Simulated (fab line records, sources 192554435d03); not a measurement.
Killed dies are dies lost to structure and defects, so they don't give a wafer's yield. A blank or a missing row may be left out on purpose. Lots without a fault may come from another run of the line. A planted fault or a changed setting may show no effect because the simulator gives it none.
Split-lot experiment | flow n5_finfet | 7 lots, 21 wafers read, on a route of 1938 steps

THE SPLIT
At N5_FIN_SAQP_MANDREL_ETCH_22 (etches a-Si in HBr/Cl2, stops on SiNx, target depth 60 nm, bt time 10 s, time 30 s), the setting icp_w was moved away from the recipe's 800 W on 5 of the 21 wafers read, by -16.2% to +13.5%. The other wafers ran this setting at the recipe's value.

The reading is taken at the split's own step.

THE READING
SOC_of_FIN_SAQP_COAT_49.thk_nm (the simulator's own value, which no gauge read), in nm, at N5_FIN_SAQP_MANDREL_ETCH_22 (etches a-Si in HBr/Cl2, stops on SiNx, target depth 60 nm, bt time 10 s, time 30 s). The file gives no usual value for it. The 16 wafers here that ran the recipe average 76.03 nm, standard deviation 0.26 nm.

wafer  | tool, chamber at the split | icp_w as run, W | against the recipe | SOC_of_FIN_SAQP_COAT_49.thk_nm, nm | against lot-mates on the recipe
L075.1 | rie_si-01, 2               | 685.9           | -14.3%             | 77.98                              | +1.41
L075.2 | rie_si-01, 0               | 685.9           | -14.3%             | 77.42                              | +0.85
L075.3 | rie_si-01, 1               | 800             | recipe             | 76.57                              | -
L081.1 | rie_si-01, 1               | 800             | recipe             | 76.01                              | -
L081.2 | rie_si-01, 0               | 800             | recipe             | 75.6                               | -
L081.5 | rie_si-01, 1               | 670.6           | -16.2%             | 77.68                              | +1.88
L082.1 | rie_si-05, 0               | 800             | recipe             | 76.21                              | -
L082.2 | rie_si-05, 3               | 800             | recipe             | 75.77                              | -
L082.5 | rie_si-05, 3               | 877             | +9.6%              | 74.68                              | -1.31
L084.3 | rie_si-01, 1               | 800             | recipe             | 76.16                              | -
L084.5 | rie_si-01, 3               | 800             | recipe             | 76.34                              | -
L084.6 | rie_si-01, 0               | 800             | recipe             | 76.02                              | -
L094.3 | rie_si-05, 1               | 800             | recipe             | 76.38                              | -
L094.4 | rie_si-05, 3               | 800             | recipe             | 75.62                              | -
L094.5 | rie_si-05, 0               | 800             | recipe             | 76.11                              | -
L096.2 | rie_si-01, 0               | 800             | recipe             | 75.92                              | -
L096.3 | rie_si-01, 3               | 800             | recipe             | 75.88                              | -
L096.4 | rie_si-01, 1               | 800             | recipe             | 76                                 | -
L097.3 | rie_si-01, 3               | 908.2           | +13.5%             | 74.06                              | -1.85
L097.5 | rie_si-01, 2               | 800             | recipe             | 76.06                              | -
L097.6 | rie_si-01, 1               | 800             | recipe             | 75.76                              | -

THE FIT
A straight line over all 21 wafers: SOC_of_FIN_SAQP_COAT_49.thk_nm changes by -0.122 nm for each +1% of icp_w; r = -0.95; the points scatter about the line by 0.28 nm.
The same after taking each lot's own level away (the mean of its wafers on the recipe; 21 wafers): -0.108 nm for each +1%; r = -0.95; scatter 0.25 nm.
On that fit, the largest move of icp_w shifts the reading by 1.7 nm.
The lots' own levels span 75.805 to 76.570 nm, that is 2.9 times the standard deviation above.
So the lot-to-lot level changes the slope: the two fits differ.
Check: with one of the wafers moved furthest among these (-16.2%) left out of the fit, the line predicts +1.59 nm for it against its lot-mates. It came out at +1.88 nm against them.

OTHER SPLITS ON THESE WAFERS
These wafers also went through other splits before the reading. Each is held against what the fit with the lots' levels taken away leaves over:
other split on the same wafers | wafers away from the commonest value | r with SOC_of_FIN_SAQP_COAT_49.thk_nm (lot level and that fit taken away)
N5_WELL_APT_PEB_06 peb_time_s  | 4                                    | -0.10
N5_WELL_APT_DESCUM_13 time_s   | 6                                    | +0.24

THE FILE'S OWN FIT
SOC_of_FIN_SAQP_COAT_49.thk_nm changes by -0.114 nm for each +1% of icp_w, r = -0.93.
